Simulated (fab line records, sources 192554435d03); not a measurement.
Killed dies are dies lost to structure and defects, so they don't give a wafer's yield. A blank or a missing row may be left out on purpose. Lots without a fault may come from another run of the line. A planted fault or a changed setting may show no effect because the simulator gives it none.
Which tool did it? | flow n5_finfet | 12 lots, 36 wafers sampled, at 5 steps of a route of 1938

WHAT THE GAUGES READ, wafer by wafer
The record holds no reading of a measuring or inspecting step that can be judged against a usual standard deviation.

WHICH TOOL RAN EACH LOT (tool, then ch and the chambers of the sampled wafers, then the start)
lot  | N5_BEOL_M5_DEGAS_44          | N5_BEOL_M5_SURFACE_TREAT_87  | N5_BEOL_M5_CVD_47                | N5_BEOL_M5_SPUTTER_90        | N5_PASSIVATION_PROBE_49
L510 | pvd_sputter-03, day 8 19:10  | pvd_sputter-03, day 8 19:38  | cvd_co-02 ch 0,1, day 8 19:42    | pvd_sputter-03, day 9 00:14  | prober-01, day 12 14:33
L511 | pvd_sputter-03, day 8 19:17  | pvd_sputter-03, day 8 19:41  | cvd_co-01 ch 0,2, day 8 19:46    | pvd_sputter-02, day 9 00:16  | -
L512 | pvd_sputter-02, day 9 11:45  | pvd_sputter-02, day 9 12:08  | cvd_co-01 ch 1,2, day 9 12:16    | pvd_sputter-03, day 9 16:57  | -
L515 | pvd_sputter-02, day 9 19:49  | pvd_sputter-02, day 9 20:19  | cvd_co-02 ch 0,1,2, day 9 20:26  | pvd_sputter-03, day 10 00:56 | -
L519 | pvd_sputter-03, day 10 19:58 | pvd_sputter-03, day 10 20:47 | cvd_co-02 ch 0,1,2, day 10 21:05 | pvd_sputter-02, day 11 01:35 | prober-01, day 15 06:43
L523 | pvd_sputter-01, day 11 23:48 | pvd_sputter-01, day 12 00:08 | cvd_co-01 ch 0,1, day 12 00:12   | pvd_sputter-01, day 12 04:44 | -
L524 | pvd_sputter-02, day 12 04:19 | pvd_sputter-02, day 12 04:43 | cvd_co-01 ch 1,2, day 12 04:50   | pvd_sputter-03, day 12 09:23 | -
L525 | pvd_sputter-03, day 12 18:00 | pvd_sputter-02, day 12 18:22 | cvd_co-01 ch 0,2, day 12 18:28   | pvd_sputter-03, day 12 22:59 | -
L527 | pvd_sputter-01, day 13 14:11 | pvd_sputter-01, day 13 14:37 | cvd_co-02 ch 1,2, day 13 14:46   | pvd_sputter-03, day 13 20:32 | -
L531 | pvd_sputter-01, day 13 17:59 | pvd_sputter-02, day 13 18:26 | cvd_co-01 ch 0,1, day 13 18:31   | pvd_sputter-01, day 13 23:12 | -
L528 | pvd_sputter-02, day 13 20:59 | pvd_sputter-02, day 13 21:32 | cvd_co-02 ch 0,1, day 13 21:36   | pvd_sputter-03, day 14 02:10 | -
L530 | pvd_sputter-03, day 14 06:22 | pvd_sputter-03, day 14 06:47 | cvd_co-02 ch 0,1,2, day 14 07:05 | pvd_sputter-03, day 14 13:01 | -
- N5_BEOL_M5_DEGAS_44: time 60 s.
- N5_BEOL_M5_SURFACE_TREAT_87
- N5_BEOL_M5_CVD_47: deposits Co from CCTBA/H2, target thk 3 nm, time 216 s.
- N5_BEOL_M5_SPUTTER_90: material Cu, target thk 4.5 nm, time 8.29 s.
- N5_PASSIVATION_PROBE_49

WHAT THE TOOLS THEMSELVES READ (means of the sampled wafers that have a number; where no wafer has one, the mark that the record gives instead)
N5_BEOL_M5_DEGAS_44. Usual: heater_power_w 351 W, standard deviation 31.
lot  | tool           | heater_power_w (W) | flag
L510 | pvd_sputter-03 | 346                |
L511 | pvd_sputter-03 | 332                |
L512 | pvd_sputter-02 | 373                |
L515 | pvd_sputter-02 | 374                |
L519 | pvd_sputter-03 | 343                |
L523 | pvd_sputter-01 | 351                |
L524 | pvd_sputter-02 | 383                |
L525 | pvd_sputter-03 | 322                |
L527 | pvd_sputter-01 | 343                |
L531 | pvd_sputter-01 | 348                |
L528 | pvd_sputter-02 | 353                |
L530 | pvd_sputter-03 | 352                |

N5_BEOL_M5_CVD_47. Usual: run_length_s 239.3 s, standard deviation 0.44.
lot  | tool      | run_length_s (s) | flag
L510 | cvd_co-02 | 238.7            |
L511 | cvd_co-01 | 239.5            |
L512 | cvd_co-01 | 239.8            |
L515 | cvd_co-02 | 192.0            | OFF
L519 | cvd_co-02 | 192.1            | OFF
L523 | cvd_co-01 | 239.3            |
L524 | cvd_co-01 | 239.4            |
L525 | cvd_co-01 | 239.5            |
L527 | cvd_co-02 | 239.5            |
L531 | cvd_co-01 | 239.2            |
L528 | cvd_co-02 | 239.3            |
L530 | cvd_co-02 | 239.0            |

N5_BEOL_M5_SPUTTER_90. Usual: chamber_pressure_pa 0.06999 Pa, standard deviation 0.00014; throttle_valve_pct 30.1 %, standard deviation 0.91.
lot  | tool           | chamber_pressure_pa (Pa) | throttle_valve_pct (%) | flag
L510 | pvd_sputter-03 | 0.07002                  | 29.6                   |
L511 | pvd_sputter-02 | 0.06976                  | 29.5                   |
L512 | pvd_sputter-03 | 0.06998                  | 29.8                   |
L515 | pvd_sputter-03 | 0.07000                  | 30.5                   |
L519 | pvd_sputter-02 | 0.06988                  | 29.7                   |
L523 | pvd_sputter-01 | 0.06993                  | 30.2                   |
L524 | pvd_sputter-03 | 0.07008                  | 29.4                   |
L525 | pvd_sputter-03 | 0.07009                  | 30.0                   |
L527 | pvd_sputter-03 | 0.07000                  | 29.6                   |
L531 | pvd_sputter-01 | 0.06998                  | 30.5                   |
L528 | pvd_sputter-03 | 0.06994                  | 30.4                   |
L530 | pvd_sputter-03 | 0.07000                  | 30.4                   |

N5_PASSIVATION_PROBE_49. Usual: defect_limited_yield 91.3 %, standard deviation 1.4; killed_at_M0_to_M3 35, standard deviation 11; killed_at_M4_up 14, standard deviation 5.4; killed_at_contacts 12, standard deviation 6.2; killed_at_front_end 38, standard deviation 11; killed_at_other 4.1, standard deviation 2.8; killed_dies 103, standard deviation 17; killed_open 66, standard deviation 13; killed_short 34, standard deviation 8.2; sort_bin_5_function 5.1 %, standard deviation 0.89; sort_bin_6_memory 3.3 %, standard deviation 0.72; sort_bin_8_speed 0.00 %, standard deviation 0.0099; sort_n_pass 1077, standard deviation 17; sort_yield_pct 91.3 %, standard deviation 1.4.
lot  | tool      | defect_limited_yield (%) | killed_at_M0_to_M3 | killed_at_M4_up | killed_at_contacts | killed_at_front_end | killed_at_other | killed_dies | killed_open | killed_short | sort_bin_5_function (%) | sort_bin_6_memory (%) | sort_bin_8_speed (%) | sort_n_pass | sort_yield_pct (%) | flag
L510 | prober-01 | 91.4                     | 29                 | 17              | 10                 | 44                  | 1.7             | 102         | 67          | 31           | 5.1                     | 3.2                   | 0.00                 | 1078        | 91.4               |
L519 | prober-01 | 90.7                     | 34                 | 21              | 9                  | 42                  | 3.7             | 110         | 77          | 31           | 6.0                     | 2.9                   | 0.00                 | 1070        | 90.7               |

THE ANSWER, worked out from the rows above alone
Rule: a lot is off if the mean of its wafers that have a number lies more than 3 standard deviations from the usual mean. A lot without any number at a reading at which 4 lots or more have one is off too. The other lots that the step has rows for count as sound. The gauges are gone through in route order, then the tools' own readings, and for those a lot's mean is taken as printed above. The first step at which some lot is off is used, and at that step the reading that is off furthest; a lot without a number counts as furthest.
Off: L515, L519, at N5_BEOL_M5_CVD_47 (run_length_s).
A tool fits if, at that step or a process step before it, it ran every lot that is off, and no sound lot after the first of them. None of those tried fits.

WHAT THE SIMULATOR HAD PUT IN
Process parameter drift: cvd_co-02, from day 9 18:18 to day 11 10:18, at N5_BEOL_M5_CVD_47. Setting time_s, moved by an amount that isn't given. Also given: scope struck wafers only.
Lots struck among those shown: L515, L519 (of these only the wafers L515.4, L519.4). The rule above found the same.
